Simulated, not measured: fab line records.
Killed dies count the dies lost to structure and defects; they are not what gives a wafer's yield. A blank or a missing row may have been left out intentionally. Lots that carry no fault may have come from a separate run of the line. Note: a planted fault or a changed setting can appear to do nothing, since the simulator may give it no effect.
Chamber matching | flow nand-harc | 4 sister chambers for NHARC_A_BLC_DESCUM_15 on rie-diel-01
The step chemistry O2, time 3 s. 4 wafers are shown with their chamber, then 8 later ones without.

== EACH WAFER AND ITS CHAMBER ==
wafer  | chamber | drypump-motor-current-A (A)
L082.1 | 0       | 5.6
L082.3 | 3       | 6.2
L082.6 | 2       | 5.6
L083.1 | 1       | 5.3

== WAFERS WITH NO CHAMBER GIVEN ==
wafer  | drypump-motor-current-A (A)
L083.3 | 6.2
L083.5 | 5.6
L086.2 | 5.6
L086.4 | 6.3
L086.5 | 5.3
L095.2 | 5.3
L095.4 | 5.6
L095.6 | 6.2

== WHICH CHAMBER EACH WENT THROUGH ==
wafer  | from the rows above     | in truth
L083.3 | 3                       | 3
L083.5 | can't be placed: 0 or 2 | 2
L086.2 | can't be placed: 0 or 2 | 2
L086.4 | 3                       | 3
L086.5 | 1                       | 1
L095.2 | 1                       | 1
L095.4 | can't be placed: 0 or 2 | 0
L095.6 | 3                       | 3
Correctly placed: 5 of 8. Unplaceable from these rows: 3, with the true chamber sitting among the candidates in 3. Placed wrongly: 0.
How it was worked out, from the rows above alone: a wafer's distance from a chamber is the root of the sum, over the readings, of the square of ((its reading less the chamber's mean) divided by the reading's scatter). If the next closest chamber is less than 2 further off than the closest, the wafer can't be placed; otherwise it belongs to the closest. Each chamber's mean is taken over the wafers shown for it. The scatter: with one shown wafer a chamber, the root of the mean of the squares of how far each hidden wafer lies from its nearest shown one.
